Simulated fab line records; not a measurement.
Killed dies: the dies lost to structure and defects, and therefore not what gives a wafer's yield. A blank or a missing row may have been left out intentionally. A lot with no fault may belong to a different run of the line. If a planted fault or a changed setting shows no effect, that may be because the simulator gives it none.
Which tool did it? + flow n5Finfet + 29 wafers from 10 lots sampled at 5 of the route's 1938 steps

== WHAT THE GAUGES SHOWED, per wafer ==
N5_PMOS_HMC_CHANNEL_EPI_INSPECT_11: inspects for defects (macro). Usual: rawDefectCount reads 2.2 (standard deviation 1.4).
| lot  | measured    | on               | rawDefectCount | flag |
|------|-------------|------------------|----------------|------|
| L792 | day 1 17:43 | defectInspect-02 | 0 0 1          |      |
| L793 | day 2 00:52 | defectInspect-01 | 5 2 5          |      |
| L803 | day 4 11:46 | defectInspect-02 | 3 4            |      |
| L804 | day 4 17:50 | defectInspect-01 | 2 1 2          |      |
| L806 | day 5 05:19 | defectInspect-01 | 3 3 3          |      |
| L807 | day 5 11:10 | defectInspect-02 | 1 3 1          |      |
| L811 | day 6 11:32 | defectInspect-02 | 1 1 1          |      |
| L812 | day 6 17:33 | defectInspect-02 | 0 5 3          |      |
| L814 | day 7 04:53 | defectInspect-02 | 1 3 0          |      |
| L815 | day 7 11:36 | defectInspect-02 | 3 3 3          |      |

N5_BEOL_M4_RC_MEAS_101. Usual: DIBL_N 37.3 mV/V, standard deviation 2.3; DIBL_P 37.4 mV/V, standard deviation 2.9; IOFF_N 0.18 nA/um, standard deviation 0.045; IOFF_P 0.25 nA/um, standard deviation 0.054; ION_N 679 uA/um, standard deviation 15; ION_P 468 uA/um, standard deviation 9.7; SS_N 71.8 mV/dec, standard deviation 0.62; SS_P 73.6 mV/dec, standard deviation 0.76; VT_N 248 mV, standard deviation 4.1; VT_P -248 mV, standard deviation 3.6.
| lot  | measured     | on        | DIBL_N (mV/V)  | DIBL_P (mV/V)  | IOFF_N (nA/um) | IOFF_P (nA/um) | ION_N (uA/um) | ION_P (uA/um) | SS_N (mV/dec)  | SS_P (mV/dec)  | VT_N (mV)   | VT_P (mV)      | flag |
|------|--------------|-----------|----------------|----------------|----------------|----------------|---------------|---------------|----------------|----------------|-------------|----------------|------|
| L792 | day 7 19:43  | prober-02 | 40.0 36.8 42.1 | 39.1 35.1 40.9 | 0.22 0.16 0.27 | 0.33 0.23 0.35 | 686 680 691   | 470 469 472   | 71.7 71.4 72.3 | 73.7 73.0 74.2 | 242 249 243 | -242 -248 -241 |      |
| L793 | day 8 14:34  | prober-01 | 36.8 36.2 37.5 | 37.7 35.5 37.9 | 0.16 0.14 0.17 | 0.26 0.24 0.28 | 687 669 689   | 483 466 482   | 72.0 71.4 71.9 | 74.3 73.4 73.8 | 247 251 246 | -246 -245 -246 |      |
| L803 | day 10 20:28 | prober-02 | 38.0 39.2      | 39.3 40.2      | 0.22 0.25      | 0.24 0.26      | 696 702       | 471 467       | 71.9 71.9      | 73.7 73.8      | 245 242     | -251 -247      |      |
| L804 | day 11 02:35 | prober-02 | 39.9 41.4 40.8 | 41.3 42.9 42.1 | 0.23 0.26 0.24 | 0.32 0.39 0.35 | 704 688 692   | 487 475 484   | 72.3 72.9 71.7 | 74.4 74.6 74.7 | 243 241 241 | -244 -241 -241 |      |
| L806 | day 11 02:22 | prober-01 | 38.6 37.7 35.2 | 39.5 38.2 35.6 | 0.19 0.17 0.12 | 0.26 0.25 0.21 | 668 683 647   | 457 469 448   | 72.1 72.4 72.0 | 74.2 73.5 74.0 | 248 248 253 | -251 -251 -252 |      |
| L807 | day 11 22:19 | prober-01 | 41.3 36.2 35.9 | 41.0 35.4 33.3 | 0.29 0.17 0.14 | 0.34 0.23 0.19 | 697 689 667   | 476 479 455   | 71.5 71.1 71.7 | 74.8 73.6 72.6 | 239 246 251 | -244 -246 -250 |      |
| L811 | day 12 10:40 | prober-02 | 39.6 41.1 36.8 | 38.4 40.5 33.9 | 0.19 0.23 0.14 | 0.25 0.32 0.17 | 683 682 653   | 464 467 449   | 71.9 73.4 71.7 | 74.1 74.8 72.3 | 248 246 255 | -251 -244 -253 |      |
| L812 | day 13 04:02 | prober-01 | 38.4 36.2 38.8 | 38.8 35.8 39.9 | 0.19 0.15 0.20 | 0.27 0.22 0.29 | 677 662 677   | 475 462 469   | 71.7 71.6 72.2 | 73.7 72.5 73.6 | 246 252 248 | -244 -245 -245 |      |
| L814 | day 13 12:40 | prober-01 | 38.2 38.9 34.8 | 37.6 41.0 34.9 | 0.17 0.22 0.12 | 0.22 0.31 0.19 | 663 688 654   | 455 470 460   | 72.4 72.6 71.5 | 73.6 74.6 73.9 | 254 244 257 | -252 -246 -251 |      |
| L815 | day 13 13:46 | prober-02 | 38.2 37.2 34.7 | 36.8 36.0 33.0 | 0.19 0.18 0.13 | 0.30 0.26 0.21 | 680 681 675   | 476 468 472   | 71.5 71.3 71.0 | 73.7 73.0 72.6 | 246 246 251 | -242 -246 -248 |      |

== WHICH TOOL RAN EACH LOT (tool, then ch and the chambers of the sampled wafers, then the start) ==
| lot  | N5_WELL_APT_EPI_41            | N5_PMOS_HMC_CHANNEL_EPI_PEB_07  | N5_PMOS_HMC_CHANNEL_EPI_ETCH_32  |
|------|-------------------------------|---------------------------------|----------------------------------|
| L792 | epiRpcvd-02 ch 0, day 1 16:30 | lithoTrack-03 ch 0, day 1 17:35 | rieDiel-03 ch 0,2,3, day 1 17:47 |
| L793 | epiRpcvd-01 ch 0, day 1 23:38 | lithoTrack-02 ch 0, day 2 00:44 | rieDiel-03 ch 1,2, day 2 00:56   |
| L803 | epiRpcvd-01 ch 0, day 4 10:38 | lithoTrack-02 ch 0, day 4 11:39 | rieDiel-05 ch 1,3, day 4 12:19   |
| L804 | epiRpcvd-03 ch 0, day 4 16:48 | lithoTrack-03 ch 0, day 4 17:43 | rieDiel-05 ch 0,1,3, day 4 17:55 |
| L806 | epiRpcvd-02 ch 0, day 5 04:29 | lithoTrack-03 ch 0, day 5 05:12 | rieDiel-05 ch 0,1,2, day 5 05:25 |
| L807 | epiRpcvd-01 ch 0, day 5 10:01 | lithoTrack-05 ch 0, day 5 11:02 | rieDiel-01 ch 1,3, day 5 11:13   |
| L811 | epiRpcvd-02 ch 0, day 6 09:59 | lithoTrack-05 ch 0, day 6 11:24 | rieDiel-03 ch 0,2, day 6 11:37   |
| L812 | epiRpcvd-03 ch 0, day 6 16:20 | lithoTrack-03 ch 0, day 6 17:26 | rieDiel-01 ch 0,3, day 6 17:43   |
| L814 | epiRpcvd-02 ch 0, day 7 03:59 | lithoTrack-02 ch 0, day 7 04:46 | rieDiel-01 ch 1,2,3, day 7 05:08 |
| L815 | epiRpcvd-03 ch 0, day 7 10:40 | lithoTrack-02 ch 0, day 7 11:29 | rieDiel-01 ch 0,2,3, day 7 11:40 |
- N5_WELL_APT_EPI_41: deposits Si from SiH4/H2, target thk 50 nm, time 297.7 s.
- N5_PMOS_HMC_CHANNEL_EPI_PEB_07: peb time 60 s.
- N5_PMOS_HMC_CHANNEL_EPI_ETCH_32: etches BARC in N2/H2, stops on SiO2, target depth 85.8 nm, time 50.3 s.

== AS READ BY THE TOOLS THEMSELVES (means over the sampled wafers that have a number; for cases with no such wafer, the mark the record gives instead) ==
N5_WELL_APT_EPI_41. Usual: chamberPressureTorr 20.00 Torr, standard deviation 0.04; throttleValvePct 11.4 %, standard deviation 0.49.
| lot  | tool        | chamberPressureTorr (Torr) | throttleValvePct (%) | flag |
|------|-------------|----------------------------|----------------------|------|
| L792 | epiRpcvd-02 | 20.01                      | 11.7                 |      |
| L793 | epiRpcvd-01 | 19.96                      | 11.9                 |      |
| L803 | epiRpcvd-01 | 20.00                      | 11.9                 |      |
| L804 | epiRpcvd-03 | 20.04                      | 10.9                 |      |
| L806 | epiRpcvd-02 | 20.03                      | 11.5                 |      |
| L807 | epiRpcvd-01 | 20.05                      | 11.9                 |      |
| L811 | epiRpcvd-02 | 19.99                      | 11.5                 |      |
| L812 | epiRpcvd-03 | 20.00                      | 10.9                 |      |
| L814 | epiRpcvd-02 | 20.02                      | 11.5                 |      |
| L815 | epiRpcvd-03 | 20.06                      | 10.8                 |      |

N5_PMOS_HMC_CHANNEL_EPI_PEB_07. Usual: heaterPowerTotalW reads 175.3 W (standard deviation 1.7).
| lot  | tool          | heaterPowerTotalW (W) | flag |
|------|---------------|-----------------------|------|
| L792 | lithoTrack-03 | 174.9                 |      |
| L793 | lithoTrack-02 | 177.4                 |      |
| L803 | lithoTrack-02 | 180.0                 |      |
| L804 | lithoTrack-03 | 173.6                 |      |
| L806 | lithoTrack-03 | 175.5                 |      |
| L807 | lithoTrack-05 | 174.2                 |      |
| L811 | lithoTrack-05 | 175.6                 |      |
| L812 | lithoTrack-03 | 176.2                 |      |
| L814 | lithoTrack-02 | 175.0                 |      |
| L815 | lithoTrack-02 | 174.4                 |      |

N5_PMOS_HMC_CHANNEL_EPI_ETCH_32. Usual: drypumpMotorCurrentA is 5.9 A with standard deviation 0.47, n2FlowSccm is 199.9 sccm with standard deviation 0.51, oesProductAu is 0.68 a.u. with standard deviation 0.073, rfFwdPowerW is 832.4 W with standard deviation 3, rfVppV is 523.4 V with standard deviation 1.9, showerheadPlenumPTorr is 2.52 Torr with standard deviation 0.064, and throttleValvePct is 17.82 % with standard deviation 0.26.
| lot  | tool       | drypumpMotorCurrentA (A) | n2FlowSccm (sccm) | oesProductAu (a.u.) | rfFwdPowerW (W) | rfVppV (V) | showerheadPlenumPTorr (Torr) | throttleValvePct (%) | flag |
|------|------------|--------------------------|-------------------|---------------------|-----------------|------------|------------------------------|----------------------|------|
| L792 | rieDiel-03 | 6.0                      | 200.1             | 0.62                | 832.6           | 523.0      | 2.53                         | 17.92                |      |
| L793 | rieDiel-03 | 4.9                      | 200.7             | 0.61                | 835.7           | 522.6      | 2.52                         | 18.33                |      |
| L803 | rieDiel-05 | 5.5                      | 199.8             | 0.67                | 833.9           | 525.8      | 2.61                         | 17.84                |      |
| L804 | rieDiel-05 | 5.8                      | 200.3             | 0.67                | 832.5           | 525.1      | 2.57                         | 17.90                |      |
| L806 | rieDiel-05 | 5.8                      | 200.0             | 0.74                | 829.1           | 524.4      | 2.55                         | 17.65                |      |
| L807 | rieDiel-01 | 6.1                      | 200.1             | 0.64                | 833.2           | 521.0      | 2.44                         | 17.82                |      |
| L811 | rieDiel-03 | 6.1                      | 199.7             | 0.61                | 833.4           | 522.7      | 2.51                         | 17.96                |      |
| L812 | rieDiel-01 | 6.1                      | 199.8             | 0.65                | 833.2           | 523.4      | 2.51                         | 17.84                |      |
| L814 | rieDiel-01 | 5.9                      | 199.9             | 0.67                | 833.4           | 522.4      | 2.44                         | 17.77                |      |
| L815 | rieDiel-01 | 6.0                      | 199.8             | 0.69                | 834.2           | 523.0      | 2.49                         | 17.75                |      |

== THE ANSWER, worked out from the rows above alone ==
Rule: a lot counts as off when the mean over its wafers that have a number is more than 3 standard deviations away from the usual mean. A lot without any number at a reading at which 4 lots or more have one is off too. All remaining lots with rows at the step are treated as sound. Order of review: gauges by route order, followed by the tools' own readings, for which a lot's mean as printed above is used. The first step at which some lot is off is used, and at that step the reading that is off furthest; a lot without a number counts as furthest.
Across all readings shown, no lot is off: no conclusion can be drawn from this.

== WHAT HAD BEEN PUT IN BY THE SIMULATOR ==
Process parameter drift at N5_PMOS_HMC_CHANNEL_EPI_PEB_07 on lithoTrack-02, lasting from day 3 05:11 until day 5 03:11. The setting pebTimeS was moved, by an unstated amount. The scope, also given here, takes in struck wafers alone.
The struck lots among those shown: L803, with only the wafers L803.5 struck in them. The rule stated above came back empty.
